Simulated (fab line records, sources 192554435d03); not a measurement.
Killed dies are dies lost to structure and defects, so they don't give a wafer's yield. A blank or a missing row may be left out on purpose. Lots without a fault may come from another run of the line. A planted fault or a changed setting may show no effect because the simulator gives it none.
Chamber matching | flow n5_finfet | N5_FIN_CUT_DESCUM_13 on rie_diel-05: 4 sister chambers
The step chemistry O2, time 7 s. 8 wafers are shown with their chamber, then 12 later ones without.

WAFERS WITH THEIR CHAMBER
wafer  | chamber | throttle_valve_pct (%) | oes_product_au (a.u.)
L079.5 | 3       | 20.12                  | 0.81
L081.5 | 0       | 20.65                  | 0.72
L082.1 | 2       | 20.65                  | 0.86
L082.2 | 0       | 20.65                  | 0.71
L082.3 | 1       | 20.15                  | 0.92
L082.4 | 3       | 20.11                  | 0.80
L082.5 | 1       | 20.14                  | 0.92
L082.6 | 2       | 20.63                  | 0.85

WAFERS WITHOUT THEIR CHAMBER
wafer  | throttle_valve_pct (%) | oes_product_au (a.u.)
L084.1 | 20.16                  | 0.91
L084.2 | 20.66                  | 0.71
L084.3 | 20.65                  | 0.84
L084.4 | 20.11                  | 0.79
L084.5 | 20.64                  | 0.71
L084.6 | 20.13                  | 0.78
L086.4 | 20.14                  | 0.78
L086.5 | 20.66                  | 0.71
L086.6 | 20.13                  | 0.78
L091.1 | 20.18                  | 0.89
L091.3 | 20.15                  | 0.78
L091.6 | 20.67                  | 0.70

WHICH CHAMBER EACH WENT THROUGH
wafer  | from the rows above | in truth
L084.1 | 1                   | 1
L084.2 | 0                   | 0
L084.3 | 2                   | 2
L084.4 | 3                   | 3
L084.5 | 0                   | 0
L084.6 | 3                   | 3
L086.4 | 3                   | 3
L086.5 | 0                   | 0
L086.6 | 3                   | 3
L091.1 | 1                   | 1
L091.3 | 3                   | 3
L091.6 | 0                   | 0
Placed correctly: 12 of 12. Can't be placed from these rows: 0. Placed wrongly: 0.
How it was worked out, from the rows above alone: a wafer's distance from a chamber is the root of the sum, over the readings, of the square of ((its reading less the chamber's mean) divided by the reading's scatter). The wafer belongs to the nearest chamber; if the next one is less than 2 further off, it can't be placed. A chamber's mean is the mean of its shown wafers. The scatter: the root of (the sum of the squares of (reading less its chamber's mean) over the shown wafers, divided by (wafers less chambers)).
